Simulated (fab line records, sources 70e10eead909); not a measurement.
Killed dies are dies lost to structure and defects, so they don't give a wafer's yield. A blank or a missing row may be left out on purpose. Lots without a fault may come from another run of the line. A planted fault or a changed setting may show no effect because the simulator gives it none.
One fault seen from 2 desks | flow nand_harc | each desk has only its own numbers; what lay behind them comes last

THE TOOL OWNER'S DESK: litho_track-02
The tool's own readings at NHARC_P_ZERO_WELL_PEB_09 (peb time 80 s): means of the sampled wafers that have a number, for each lot that ran on this tool. A lot is out of limits, marked OUT, if its mean lies more than 4 standard deviations from the usual mean; the brackets give that distance.
Columns: A = exhaust_pa at NHARC_P_ZERO_WELL_PEB_09, usual 45.0 Pa; B = heater_power_total_W at NHARC_P_ZERO_WELL_PEB_09, usual 189.9 W
lot  | first seen here | A    | B
L565 | day 1 19:10     | 45.0 | 189.5
L566 | day 2 01:02     | 45.5 | 190.1
L567 | day 2 07:10     | 44.5 | 210.6 (+26) OUT
L569 | day 2 19:10     | 44.3 | 203.6 (+17) OUT
L570 | day 3 01:09     | 46.2 | 230.6 (+51) OUT
L580 | day 5 13:02     | 44.7 | 189.7
L582 | day 6 01:10     | 44.3 | 189.9
L584 | day 6 13:02     | 44.7 | 189.7
L586 | day 7 01:09     | 45.1 | 189.8
This desk's finding: out of limits on L567, L569, L570; first on L567, day 2 07:10 (heater_power_total_W at NHARC_P_ZERO_WELL_PEB_09). In limits: L565, L566, L580, L582, L584, L586.

THE METROLOGY DESK
What the gauges read, lot by lot, whatever tool the lot ran on: means of the sampled wafers that have a number. A lot is out of limits, marked OUT, if its mean lies more than 4 standard deviations from the usual mean; the brackets give that distance.
Columns: A = cd_nm at NHARC_P_ZERO_WELL_CD_MEAS_11, usual 498.6 nm; B = cd_nm at NHARC_P_STI_CD_MEAS_09, usual 199.8 nm; C = overlay_x_nm at NHARC_P_GATE_OVL_MEAS_27, usual 0.0 nm; D = overlay_y_nm at NHARC_P_GATE_OVL_MEAS_27, usual -0.1 nm
lot  | first seen here | A                | B     | C    | D
L564 | day 1 13:18     | 498.0            | 201.5 | -0.9 | -0.7
L565 | day 1 19:16     | 499.1            | 199.0 | -0.4 | 0.4
L566 | day 2 01:07     | 498.2            | 199.1 | 0.8  | 0.4
L567 | day 2 07:14     | 490.4            | 203.6 | -0.2 | 0.5
L569 | day 2 19:16     | 492.3            | 199.4 | 0.1  | -0.0
L570 | day 3 01:14     | 481.9 (-6.4) OUT | 200.1 | -0.1 | 1.1
L575 | day 4 07:18     | 501.1            | 201.3 | 0.3  | -0.5
L577 | day 4 19:14     | 496.3            | 197.8 | -0.3 | -0.8
L579 | day 5 07:15     | 502.5            | 197.6 | -0.8 | -0.1
L580 | day 5 13:07     | 499.0            | 197.8 | 0.7  | 0.3
L582 | day 6 01:16     | 499.4            | 202.3 | -0.4 | -0.2
L584 | day 6 13:07     | 498.2            | 196.9 | 0.1  | -0.3
L586 | day 7 01:14     | 497.1            | 198.8 | 0.3  | -0.5
L587 | day 7 07:15     | 498.2            | 200.2 | 0.8  | -1.2
This desk's finding: out of limits on L570; first on L570, day 3 01:14 (cd_nm at NHARC_P_ZERO_WELL_CD_MEAS_11). In limits: L564, L565, L566, L567, L569, L575, L577, L579, L580, L582, L584, L586, L587.

PUT TOGETHER
The tool owner's desk could have raised an alarm at day 2 07:10, on L567, L569, L570.
The metrology desk could have raised an alarm at day 3 01:14, on L570.
The metrology desk has L567, L569 on record, within its limits.
Of the lots named, all ran NHARC_P_ZERO_WELL_PEB_09 on litho_track-02.

WHAT THE SIMULATOR HAD PUT IN
Process parameter drift: litho_track-02, from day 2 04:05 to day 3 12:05, at NHARC_P_ZERO_WELL_PEB_09. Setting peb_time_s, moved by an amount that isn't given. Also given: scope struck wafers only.
Lots struck among those shown: L567, L569, L570.
Hours from the fault's start to each desk's first reading out of limits: the tool owner's desk, 3; the metrology desk, 21.
